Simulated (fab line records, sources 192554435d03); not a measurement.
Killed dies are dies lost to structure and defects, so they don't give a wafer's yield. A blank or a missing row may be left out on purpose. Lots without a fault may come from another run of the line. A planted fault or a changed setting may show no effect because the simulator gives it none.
Problem report in the 8D (eight disciplines) form, filled by code | flow n5_finfet | the parts of the form that need people (team, actions taken, sign-off) are left out

1. THE PROBLEM
oes_product_au at N5_BEOL_M3_ETCHBACK_99 reads a mean of 0.29 a.u. on 6 wafers of 2 lots; wafers without a fault read 0.80 a.u. with a standard deviation of 0.07. That is -7.2 standard deviations from the usual mean.
The step: etches SiO2 in CHF3, target depth 5 nm, time 10.4 s.
First seen on wafer L247.1, day 9 13:35, on rie_diel-01. The record holds 24 wafers of 8 lots with a number at this step. Rule for "out", or "out of limits": more than 4 standard deviations from the usual mean. The other wafers with a number count as sound.

2. WHAT IT IS AND WHAT IT IS NOT
question                    | is                       | is not
which readings at this step | oes_product_au           | drypump_motor_current_A, rf_vpp_V, showerhead_plenum_p_Torr, throttle_valve_pct
which lots                  | L247, L248               | L252, L253, L254, L255, L258, L262
which wafers of those lots  | all that have a number   | -
read on which tools         | rie_diel-01, rie_diel-05 | rie_diel-04
when                        | from day 9 13:35         | up to then (0 sound wafers); but 18 sound wafers of L252, L253, L254, L255, L258, L262 came after

3. SUSPECTS, AND WHAT RULES EACH OUT
Counting: a tool at a process step up to the reading stays a suspect if it ran every lot that is out and no sound lot after the first of them.
- rie_diel-04 at N5_BEOL_M3_ETCH_69 (etches SiARC in CF4, target depth 15.6 nm, time 26 s): ruled out as a lasting fault. Sound lots L254, L253, L255, L258 ran on it after its first lot that is out, L247 (day 9 06:59).
Left after counting: nothing in the record.

4. THE CAUSE (what the simulator had put in)
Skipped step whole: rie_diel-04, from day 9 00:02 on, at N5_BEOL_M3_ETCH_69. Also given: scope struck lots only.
Counting ruled it out, wrongly.

5. THE CHAIN OF EFFECTS, in route order
Each row: a reading whose mean over the struck wafers that have a number lies more than 3 standard deviations from the usual. Only readings for which the record gives a usual standard deviation are gone through. hours: the time from each lot's start at the first step in this table that gives one to its start at this step, as a median over the lots. sigmas: the change in usual standard deviations.
hours | step                    | reading              | usual     | on struck wafers | change | sigmas
0     | N5_BEOL_M3_ETCHBACK_99  | oes_product_au       | 0.80 a.u. | 0.29             | -0.51  | -7.2
0     | N5_BEOL_M3_VIA_ETCH_34  | oes_product_au       | 0.80 a.u. | 0.30             | -0.50  | -7.1
120   | N5_PASSIVATION_PROBE_49 | defect_limited_yield | 91.4 %    | 0.0              | -91.4  | -61
120   | N5_PASSIVATION_PROBE_49 | killed_at_M0_to_M3   | 34        | 1113             | +1079  | +90
120   | N5_PASSIVATION_PROBE_49 | killed_dies          | 101       | 1180             | +1079  | +60
120   | N5_PASSIVATION_PROBE_49 | killed_on_rim        | 13        | 152              | +139   | +35
120   | N5_PASSIVATION_PROBE_49 | sort_bin_5_function  | 5.1 %     | 96.7             | +91.6  | +94
120   | N5_PASSIVATION_PROBE_49 | sort_n_pass          | 1079      | 0                | -1079  | -63
120   | N5_PASSIVATION_PROBE_49 | sort_yield_pct       | 91.4 %    | 0.0              | -91.4  | -61
The process steps in it:
- N5_BEOL_M3_ETCHBACK_99: etches SiO2 in CHF3, target depth 5 nm, time 10.4 s.
- N5_BEOL_M3_VIA_ETCH_34: etches the open film in C4F6/O2, target depth 69.4 nm, time 65.9 s.
- N5_PASSIVATION_PROBE_49
Readings that are blank on the struck wafers while sound wafers have them: bias_w at N5_BEOL_M3_ETCH_69; cf4_flow_sccm at N5_BEOL_M3_ETCH_69; drypump_motor_current_A at N5_BEOL_M3_ETCH_69; etch_rf_on_time_s at N5_BEOL_M3_ETCH_69; oes_product_au at N5_BEOL_M3_ETCH_69; rf_vpp_V at N5_BEOL_M3_ETCH_69; showerhead_plenum_p_Torr at N5_BEOL_M3_ETCH_69; throttle_valve_pct at N5_BEOL_M3_ETCH_69.

6. WHAT WOULD HAVE CAUGHT IT SOONER
In this record the first reading out of limits was taken at day 9 13:35, 14 hours after the fault began at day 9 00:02.
At N5_BEOL_M3_ETCH_69 the tool's readings are blank on the struck wafers, where sound wafers have them: an empty tool record is the first sign, and it was there at once.
